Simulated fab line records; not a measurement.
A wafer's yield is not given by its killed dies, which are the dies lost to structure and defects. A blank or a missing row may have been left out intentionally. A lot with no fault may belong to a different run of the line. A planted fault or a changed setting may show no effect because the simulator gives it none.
Matching of chambers	flow n5-finfet	4 sister chambers for N5_ZERO_LAYER_ETCH_18 on rie-si-01
The step etches Si in HBr/Cl2, target depth 120 nm, time 40 s. 8 wafers are shown with their chamber, then 6 later ones without.

== EACH WAFER AND ITS CHAMBER ==
wafer	chamber	throttle-valve-pct (%)	drypump-motor-current-A (A)
L074.5	0	36.8	5.9
L078.6	1	36.3	5.9
L085.1	0	36.8	5.9
L085.3	2	36.4	6.6
L085.6	3	37.3	5.8
L092.2	2	36.4	6.6
L092.3	1	36.3	5.9
L092.5	3	37.4	5.7

== WAFERS WITH NO CHAMBER GIVEN ==
wafer	throttle-valve-pct (%)	drypump-motor-current-A (A)
L093.3	36.4	6.5
L093.5	36.3	5.9
L093.6	36.4	6.6
L096.3	36.3	5.9
L096.5	36.3	5.9
L096.6	36.4	6.6

== WHICH CHAMBER EACH ONE RAN IN ==
wafer	from the rows above	in truth
L093.3	2	2
L093.5	1	1
L093.6	2	2
L096.3	1	1
L096.5	1	1
L096.6	2	2
6 of 6 placed correctly. Left unplaced by these rows: 0. Wrongly placed: 0.
How it was worked out, from the rows above alone: a wafer's distance from a chamber is the root of the sum, over the readings, of the square of ((its reading less the chamber's mean) divided by the reading's scatter). If the next closest chamber is less than 2 further off than the closest, the wafer can't be placed; otherwise it belongs to the closest. The mean given for a chamber averages the wafers shown for that chamber. The scatter: the root of (the sum of the squares of (reading less its chamber's mean) over the shown wafers, divided by (wafers less chambers)).
